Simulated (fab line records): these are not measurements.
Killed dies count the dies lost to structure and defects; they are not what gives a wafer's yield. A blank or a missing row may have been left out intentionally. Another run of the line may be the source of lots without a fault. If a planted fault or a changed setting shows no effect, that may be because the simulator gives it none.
Which tool did it?    flow n5-finfet    10 lots with 30 wafers sampled at 6 steps, on a route of 1938 steps

## WHAT EACH GAUGE READ, for each wafer
N5_BEOL_M1_THK_MEAS_53: measures by xrf. Usual: M1_THK gives 40.5 nm (standard deviation 1.6).
lot   measured      on             M1_THK (nm)     flag
L964  day 7 00:15   film-metro-01  39.7 42.5 42.0  
L965  day 7 02:14   film-metro-02  41.5 43.2 39.2  
L966  day 7 04:53   film-metro-02  39.7 40.2 42.0  
L970  day 8 08:50   film-metro-01  40.2 41.6 42.3  
L973  day 8 20:31   film-metro-01  39.3 40.8 41.6  
L974  day 9 09:40   film-metro-01  39.5 39.6 40.5  
L977  day 10 08:00  film-metro-01  37.3 40.5 42.1  
L979  day 10 10:53  film-metro-02  42.4 41.6 43.5  
L980  day 10 17:04  film-metro-01  41.0 43.0 42.1  
L984  day 12 08:04  film-metro-02  38.6 39.4 38.4  

N5_BEOL_M4_RC_MEAS_101. Usual: DIBL_N 36.6 mV/V, standard deviation 1.7; DIBL_P 36.7 mV/V, standard deviation 2; IOFF_N 0.16 nA/um, standard deviation 0.033; IOFF_P 0.22 nA/um, standard deviation 0.04; ION_N 673 uA/um, standard deviation 12; ION_P 463 uA/um, standard deviation 7.9; SS_N 71.7 mV/dec, standard deviation 0.58; SS_P 73.3 mV/dec, standard deviation 0.64; VT_N 249 mV, standard deviation 3.3; VT_P -249 mV, standard deviation 3.1.
lot   measured      on         DIBL_N (mV/V)   DIBL_P (mV/V)   IOFF_N (nA/um)  IOFF_P (nA/um)  ION_N (uA/um)  ION_P (uA/um)  SS_N (mV/dec)   SS_P (mV/dec)   VT_N (mV)    VT_P (mV)       flag
L964  day 8 03:02   prober-02  39.0 37.3 38.0  40.0 39.0 39.8  0.23 0.19 0.19  0.25 0.22 0.24  693 677 676    466 451 458    72.3 72.1 71.5  74.5 74.1 74.3  244 246 248  -248 -251 -249  
L965  day 8 05:27   prober-02  37.2 35.7 38.3  37.2 36.2 38.0  0.15 0.14 0.17  0.21 0.21 0.24  653 671 683    451 465 471    72.2 71.2 72.2  73.9 73.9 73.5  252 247 249  -254 -248 -252  
L966  day 8 08:48   prober-02  37.4 36.6 35.1  36.5 35.8 33.8  0.15 0.14 0.12  0.24 0.22 0.19  659 675 660    462 468 459    71.5 71.6 71.0  73.7 72.6 72.4  254 251 260  -248 -247 -251  
L970  day 9 14:52   prober-02  36.4 35.3 37.1  33.6 33.9 35.6  0.15 0.13 0.15  0.16 0.17 0.19  659 662 655    444 460 451    72.3 71.5 72.4  72.5 72.7 73.2  252 254 253  -255 -250 -251  
L973  day 10 03:05  prober-02  39.5 35.9 37.6  39.5 36.2 37.4  0.24 0.15 0.17  0.32 0.24 0.25  696 672 660    481 473 458    72.6 72.1 71.8  74.8 73.4 73.1  244 252 249  -240 -244 -246  
L974  day 10 17:08  prober-01  35.1 35.9 36.2  36.0 36.4 37.3  0.15 0.18 0.19  0.22 0.23 0.25  673 663 678    458 456 469    71.7 72.3 71.9  73.3 74.0 73.4  250 249 249  -246 -249 -248  
L977  day 12 02:59  prober-01  35.8 38.3 36.5  36.1 39.4 37.3  0.14 0.19 0.16  0.21 0.27 0.23  670 676 676    464 463 465    71.4 71.7 71.3  72.9 73.5 73.4  253 249 251  -250 -248 -247  
L979  day 12 15:04  prober-01  38.5 33.3 37.5  39.1 33.7 38.1  0.21 0.12 0.19  0.25 0.16 0.24  695 678 675    472 468 473    71.6 70.8 71.2  73.3 72.7 73.4  244 251 247  -249 -256 -252  
L980  day 12 15:14  prober-02  33.8 36.3 40.6  32.9 36.2 42.1  0.11 0.16 0.27  0.17 0.23 0.35  653 667 686    454 462 471    71.0 71.6 72.9  71.8 72.4 74.0  254 247 239  -251 -245 -246  
L984  day 13 23:58  prober-02  38.8 39.8 38.0  39.4 39.9 37.9  0.23 0.24 0.19  0.33 0.33 0.29  705 710 676    492 487 473    72.3 71.7 71.3  74.1 73.6 73.4  243 243 247  -241 -240 -245  

## TOOL THAT RAN EACH LOT (tool first, then ch and the chambers of the sampled wafers, then the start)
lot   N5_BEOL_M1_SPUTTER_94         N5_BEOL_M1_SPUTTER_96         N5_BEOL_M1_ECD_50               N5_BEOL_M1_CMP_52
L964  pvd-sputter-03, day 6 23:15   pvd-sputter-03, day 6 23:28   ecd-cu-02 ch 0,1, day 6 23:35   cmp-04 ch 0,1,3, day 7 00:00
L965  pvd-sputter-03, day 7 01:05   pvd-sputter-03, day 7 01:19   ecd-cu-02 ch 0,1, day 7 01:25   cmp-03 ch 0,2,3, day 7 01:57
L966  pvd-sputter-01, day 7 03:52   pvd-sputter-01, day 7 04:05   ecd-cu-01 ch 0, day 7 04:13     cmp-04 ch 0,2, day 7 04:38
L970  pvd-sputter-02, day 8 07:48   pvd-sputter-02, day 8 08:01   ecd-cu-01 ch 0,1, day 8 08:10   cmp-02 ch 1,2,3, day 8 08:37
L973  pvd-sputter-02, day 8 19:30   pvd-sputter-02, day 8 19:43   ecd-cu-01 ch 0,1, day 8 19:50   cmp-03 ch 2,3, day 8 20:13
L974  pvd-sputter-02, day 9 08:38   pvd-sputter-02, day 9 08:51   ecd-cu-02 ch 0,1, day 9 09:00   cmp-03 ch 0,2,3, day 9 09:27
L977  pvd-sputter-03, day 10 06:57  pvd-sputter-03, day 10 07:10  ecd-cu-01 ch 0,1, day 10 07:17  cmp-04 ch 0,1,3, day 10 07:42
L979  pvd-sputter-02, day 10 09:53  pvd-sputter-02, day 10 10:06  ecd-cu-01 ch 0,1, day 10 10:14  cmp-04 ch 0,3, day 10 10:36
L980  pvd-sputter-03, day 10 15:19  pvd-sputter-03, day 10 15:32  ecd-cu-02 ch 0,1, day 10 15:40  cmp-02 ch 0,1,2, day 10 16:48
L984  pvd-sputter-02, day 12 07:03  pvd-sputter-02, day 12 07:16  ecd-cu-02 ch 0,1, day 12 07:25  cmp-02 ch 2,3, day 12 07:49
- N5_BEOL_M1_SPUTTER_94: material Cu, target thk 4.5 nm, time 8.29 s.
- N5_BEOL_M1_SPUTTER_96: material Cu, target thk 4.5 nm, time 8.29 s.
- N5_BEOL_M1_ECD_50: material Cu, target thk 300 nm.
- N5_BEOL_M1_CMP_52: polishes, stops on SiOC, t overpolish 6.8 s, target thk 40 nm.

## AS READ BY THE TOOLS THEMSELVES (means over the sampled wafers that have a number; for cases with no such wafer, the mark the record gives instead)
N5_BEOL_M1_SPUTTER_94. Usual: throttle-valve-pct at 29.9 %, with a standard deviation of 0.96.
lot   tool            throttle-valve-pct (%)  flag
L964  pvd-sputter-03  30.7                    
L965  pvd-sputter-03  30.6                    
L966  pvd-sputter-01  30.1                    
L970  pvd-sputter-02  28.6                    
L973  pvd-sputter-02  29.0                    
L974  pvd-sputter-02  29.5                    
L977  pvd-sputter-03  29.8                    
L979  pvd-sputter-02  29.1                    
L980  pvd-sputter-03  30.4                    
L984  pvd-sputter-02  28.9                    

N5_BEOL_M1_SPUTTER_96. Usual: throttle-valve-pct at 29.9 %, with a standard deviation of 1.
lot   tool            throttle-valve-pct (%)  flag
L964  pvd-sputter-03  31.0                    
L965  pvd-sputter-03  30.7                    
L966  pvd-sputter-01  30.2                    
L970  pvd-sputter-02  28.4                    
L973  pvd-sputter-02  29.1                    
L974  pvd-sputter-02  29.3                    
L977  pvd-sputter-03  29.8                    
L979  pvd-sputter-02  28.9                    
L980  pvd-sputter-03  30.4                    
L984  pvd-sputter-02  28.9                    

N5_BEOL_M1_CMP_52. Usual: motor-current-A 6.4 A, standard deviation 0.54; time-to-endpoint-s 64 s, standard deviation 3.7.
lot   tool    motor-current-A (A)  time-to-endpoint-s (s)  flag
L964  cmp-04  6.2                  65                      
L965  cmp-03  6.0                  63                      
L966  cmp-04  6.0                  69                      
L970  cmp-02  6.4                  66                      
L973  cmp-03  5.7                  60                      
L974  cmp-03  6.2                  60                      
L977  cmp-04  6.3                  62                      
L979  cmp-04  6.3                  56                      
L980  cmp-02  6.6                  61                      
L984  cmp-02  6.4                  59                      

## THE ANSWER, worked out from the rows above alone
Rule: lot off if the mean of its wafers having a number is beyond 3 standard deviations from the usual mean. A lot without any number at a reading at which 4 lots or more have one is off too. Where the step has rows for the other lots, those lots are counted as sound. Order of review: gauges by route order, followed by the tools' own readings, for which a lot's mean as printed above is used. At the first step where some lot is off, the reading lying furthest off is the one used; lots without a number count as furthest.
No lot is off on any of the readings shown, so nothing can be concluded from this.

## WHAT WAS PUT IN BY THE SIMULATOR
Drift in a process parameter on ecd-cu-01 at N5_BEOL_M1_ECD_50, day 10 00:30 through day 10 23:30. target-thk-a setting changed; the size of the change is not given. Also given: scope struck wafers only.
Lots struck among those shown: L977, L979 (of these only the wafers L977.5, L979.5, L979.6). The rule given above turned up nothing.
